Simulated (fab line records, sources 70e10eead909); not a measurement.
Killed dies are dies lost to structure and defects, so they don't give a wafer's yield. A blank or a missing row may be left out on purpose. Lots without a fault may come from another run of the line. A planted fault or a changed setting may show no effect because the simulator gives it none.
Which tool did it? | flow nand_harc | 14 lots, 42 wafers sampled, at 5 steps of a route of 1159

WHAT THE GAUGES READ, wafer by wafer
NHARC_A_BONDPAD_THK_MEAS_30: measures by ellipsometry. Usual: thk_nm 200.2 nm, standard deviation 1.5.
lot  | measured     | on            | thk_nm (nm)       | flag
L360 | day 18 01:11 | film_metro-01 | 200.6 202.5 201.1 |
L363 | day 18 11:04 | film_metro-02 | 197.7 198.9 197.4 |
L361 | day 18 13:12 | film_metro-02 | 200.7 203.2 200.9 |
L362 | day 19 08:07 | film_metro-02 | 199.3 200.2 199.9 |
L365 | day 19 08:12 | film_metro-01 | 200.6 197.9 197.7 |
L366 | day 19 17:22 | film_metro-01 | 199.9 199.2 202.6 |
L367 | day 19 17:29 | film_metro-01 | 200.4 201.4 202.4 |
L369 | day 20 03:38 | film_metro-01 | 200.9 200.2 199.5 |
L370 | day 20 18:13 | film_metro-02 | 201.3 199.5 201.1 |
L374 | day 20 21:33 | film_metro-01 | 199.4 201.0 199.8 |
L372 | day 21 02:59 | film_metro-01 | 199.5 200.4 198.7 |
L375 | day 21 13:46 | film_metro-01 | 198.9 199.0 200.1 |
L381 | day 23 03:58 | film_metro-01 | 196.5 197.8 199.4 |
L380 | day 23 04:41 | film_metro-01 | 198.0 198.3 197.1 |

NHARC_END_SORT_01. Usual: killed_at_array 26, standard deviation 9.9; killed_at_other 0.8, standard deviation 1; killed_at_periphery 2.8, standard deviation 2.2; killed_dies 29, standard deviation 9.9; killed_open 3.2, standard deviation 1.8; killed_short 2.1, standard deviation 1.4.
lot  | measured     | on        | killed_at_array | killed_at_other | killed_at_periphery | killed_dies | killed_open | killed_short | flag
L374 | day 22 08:06 | prober-01 | 76 87 84        | 0 0 0           | 1 1 3               | 77 88 87    | 2 6 6       | 2 4 6        | OFF
L375 | day 22 22:02 | prober-02 | 89 97 93        | 1 0 1           | 7 7 2               | 97 104 96   | 2 6 3       | 2 0 2        | OFF

WHICH TOOL RAN EACH LOT (tool, then ch and the chambers of the sampled wafers, then the start)
lot  | NHARC_A_CONTACT_CVD_19        | NHARC_A_BONDPAD_DEP_00                     | NHARC_THIN_TSV_PVD_19
L360 | cvd_w-01 ch 0,1, day 17 01:31 | pecvd-02 ch 0,1,2, day 18 01:11 or earlier | pvd_sputter-02, no start
L363 | cvd_w-01 ch 0,1, day 17 20:43 | pecvd-02 ch 0,1,2, day 18 10:28            | pvd_sputter-01, no start
L361 | cvd_w-02 ch 0,1, day 17 23:16 | pecvd-04 ch 0,1,2, day 18 12:41            | pvd_sputter-01, no start
L362 | cvd_w-01 ch 0,1, day 18 15:49 | pecvd-02 ch 1,2, day 19 07:31              | pvd_sputter-01, no start
L365 | cvd_w-02 ch 0,1, day 18 16:24 | pecvd-04 ch 1,2, day 19 07:35              | pvd_sputter-01, no start
L366 | cvd_w-01 ch 0,1, day 18 21:01 | pecvd-02 ch 0,2, day 19 16:42              | pvd_sputter-02, no start
L367 | cvd_w-01 ch 0,1, day 18 22:05 | pecvd-03 ch 0,1, day 19 16:50              | pvd_sputter-02, no start
L369 | cvd_w-01 ch 0,1, day 19 13:30 | pecvd-03 ch 1,2, day 20 03:01              | pvd_sputter-03, no start
L370 | cvd_w-01 ch 0,1, day 20 01:11 | pecvd-04 ch 0,2, day 20 17:36              | pvd_sputter-03, no start
L374 | cvd_w-01 ch 0,1, day 20 07:13 | pecvd-04 ch 0,1,2, day 20 20:53            | pvd_sputter-01, day 22 08:06 or earlier
L372 | cvd_w-02 ch 0,1, day 20 10:04 | pecvd-02 ch 1,2, day 21 02:20              | pvd_sputter-03, no start
L375 | cvd_w-01 ch 0,1, day 20 17:37 | pecvd-03 ch 0,1,2, day 21 13:46 or earlier | pvd_sputter-02, day 22 22:02 or earlier
L381 | cvd_w-02 ch 0,1, day 22 13:31 | pecvd-02 ch 0,2, day 23 03:19              | pvd_sputter-03, no start
L380 | cvd_w-02 ch 0,1, day 22 14:30 | pecvd-03 ch 0,2, day 23 04:02              | pvd_sputter-02, no start
- NHARC_A_CONTACT_CVD_19: deposits W, target thk 300 nm, time 802 s.
- NHARC_A_BONDPAD_DEP_00: deposits SiCN, target thk 250 nm.
- NHARC_THIN_TSV_PVD_19: deposits TaN, target thk 20 nm.

WHAT THE TOOLS THEMSELVES READ (means of the sampled wafers that have a number; where no wafer has one, the mark that the record gives instead)
NHARC_A_CONTACT_CVD_19. Usual: heater_power_w 461 W, standard deviation 11; mfc_ar_sccm 1559 sccm, standard deviation 4.3; throttle_valve_pct 7.92 %, standard deviation 0.27.
lot  | tool     | heater_power_w (W) | mfc_ar_sccm (sccm) | throttle_valve_pct (%) | flag
L360 | cvd_w-01 | 464                | 1556               | 7.95                   |
L363 | cvd_w-01 | 462                | 1561               | 7.99                   |
L361 | cvd_w-02 | 452                | 1559               | 7.84                   |
L362 | cvd_w-01 | 464                | 1558               | 7.99                   |
L365 | cvd_w-02 | 455                | 1560               | 7.77                   |
L366 | cvd_w-01 | 468                | 1565               | 8.05                   |
L367 | cvd_w-01 | 458                | 1559               | 8.07                   |
L369 | cvd_w-01 | 467                | 1558               | 7.90                   |
L370 | cvd_w-01 | 461                | 1554               | 8.06                   |
L374 | cvd_w-01 | 464                | 1557               | 8.19                   |
L372 | cvd_w-02 | 451                | 1556               | 7.87                   |
L375 | cvd_w-01 | 473                | 1558               | 7.97                   |
L381 | cvd_w-02 | 450                | 1552               | 7.80                   |
L380 | cvd_w-02 | 454                | 1566               | 7.90                   |

NHARC_A_BONDPAD_DEP_00. Usual: heater_power_w 610 W, standard deviation 59.
lot  | tool     | heater_power_w (W) | flag
L360 | pecvd-02 | 634                |
L363 | pecvd-02 | 623                |
L361 | pecvd-04 | 592                |
L362 | pecvd-02 | 580                |
L365 | pecvd-04 | 628                |
L366 | pecvd-02 | 683                |
L367 | pecvd-03 | 546                |
L369 | pecvd-03 | 548                |
L370 | pecvd-04 | 645                |
L374 | pecvd-04 | 603                |
L372 | pecvd-02 | 603                |
L375 | pecvd-03 | 600                |
L381 | pecvd-02 | 673                |
L380 | pecvd-03 | 590                |

NHARC_THIN_TSV_PVD_19. Usual: throttle_valve_pct 30.1 %, standard deviation 1.2.
lot  | tool           | throttle_valve_pct (%) | flag
L360 | pvd_sputter-02 | 30.1                   |
L363 | pvd_sputter-01 | 29.6                   |
L361 | pvd_sputter-01 | 30.6                   |
L362 | pvd_sputter-01 | 28.7                   |
L365 | pvd_sputter-01 | 30.6                   |
L366 | pvd_sputter-02 | 30.7                   |
L367 | pvd_sputter-02 | 29.8                   |
L369 | pvd_sputter-03 | 30.8                   |
L370 | pvd_sputter-03 | 31.2                   |
L374 | pvd_sputter-01 | 30.6                   |
L372 | pvd_sputter-03 | 31.0                   |
L375 | pvd_sputter-02 | 29.1                   |
L381 | pvd_sputter-03 | 31.1                   |
L380 | pvd_sputter-02 | 29.2                   |

THE ANSWER, worked out from the rows above alone
Rule: a lot is off if the mean of its wafers that have a number lies more than 3 standard deviations from the usual mean. A lot without any number at a reading at which 4 lots or more have one is off too. The other lots that the step has rows for count as sound. The gauges are gone through in route order, then the tools' own readings, and for those a lot's mean is taken as printed above. The first step at which some lot is off is used, and at that step the reading that is off furthest; a lot without a number counts as furthest.
Off: L374, L375, at NHARC_END_SORT_01 (killed_dies). Neither off nor sound, because the step has no rows for them: L360, L363, L361, L362, L365, L366, L367, L369, L370, L372, L381, L380.
A tool fits if, at a process step before that reading, it ran every lot that is off, and no sound lot after the first of them. The gauges at NHARC_END_SORT_01 are tried like those tools. NHARC_A_BONDPAD_DEP_00 gives no start for some lots, so the hours and the order of its lots are those of NHARC_A_BONDPAD_THK_MEAS_30. NHARC_THIN_TSV_PVD_19 gives no start for some lots, so the hours and the order of its lots are those of NHARC_END_SORT_01. One fits: cvd_w-01 at NHARC_A_CONTACT_CVD_19. It ran no sound lot before its first lot that is off in this sample, so the start can't be narrowed down.

WHAT THE SIMULATOR HAD PUT IN
Chamber particle source: cvd_w-01, from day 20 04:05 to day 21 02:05, at NHARC_A_CONTACT_CVD_19. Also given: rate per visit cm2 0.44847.
Lots struck among those shown: L374, L375. The rule above found the same.
